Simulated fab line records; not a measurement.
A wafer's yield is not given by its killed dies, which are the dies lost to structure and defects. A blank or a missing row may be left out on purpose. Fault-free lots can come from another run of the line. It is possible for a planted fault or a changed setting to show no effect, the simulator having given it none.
Matching of chambers	flow nandHarc	NHARC_A_STAIRCASE_DESCUM_186 on rieDiel-01: 4 sister chambers
The step chemistry O2, time 3 s. 14 wafers are shown with their chamber, then 7 later ones without.

## WAFERS WITH THEIR CHAMBER
wafer	chamber	showerheadPlenumPTorr (Torr)	rfVppV (V)	throttleValvePct (%)
L074.1	1	1.94	58.2	11.316
L074.5	2	1.90	58.6	11.330
L074.6	1	1.94	57.6	11.306
L078.1	1	1.93	58.2	11.321
L078.3	2	1.89	57.5	11.290
L078.4	0	2.06	58.7	11.305
L081.3	2	1.89	58.1	11.311
L081.5	2	1.89	56.8	11.314
L081.6	1	1.93	56.9	11.309
L083.2	2	1.89	57.1	11.303
L083.3	3	2.03	58.8	11.322
L083.6	0	2.05	59.9	11.307
L087.3	0	2.05	57.2	11.304
L087.5	3	2.03	59.0	11.314

SIGNATURES (averages over the wafers above)
reading	chamber 0	chamber 1	chamber 2	chamber 3	scatter within a chamber
showerheadPlenumPTorr	2.0533	1.9350	1.8920	2.0300	0.00497
rfVppV	58.600	57.725	57.620	58.900	0.835
throttleValvePct	11.30533	11.31300	11.30960	11.31800	0.0102
Rule: a wafer lies at a distance from a chamber equal to the root of the sum of squares, over the readings, of (its reading less the chamber's mean, divided by the reading's scatter). If the next closest chamber is less than 2 further off than the closest, the wafer can't be placed; otherwise it belongs to the closest. The scatter: the root of (the sum of the squares of (reading less its chamber's mean) over the shown wafers, divided by (wafers less chambers)).

## WAFERS WITH NO CHAMBER GIVEN
wafer	showerheadPlenumPTorr (Torr)	rfVppV (V)	throttleValvePct (%)
L087.6	2.05	57.9	11.298
L096.2	1.87	55.3	11.314
L096.3	1.92	56.5	11.319
L096.4	2.02	56.8	11.311
L097.2	2.02	56.5	11.332
L097.3	2.04	58.2	11.321
L097.6	2.04	57.7	11.340

## EACH ONE'S CHAMBER
wafer	from the rows above	in truth
L087.6	0	0
L096.2	2	2
L096.3	1	1
L096.4	3	3
L097.2	3	3
L097.3	can't be placed: 3 or 0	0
L097.6	can't be placed: 3 or 0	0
Correctly placed: 5 of 7. Not placeable from these rows: 2 (in 2, the candidates include the true chamber). Wrongly placed: 0.
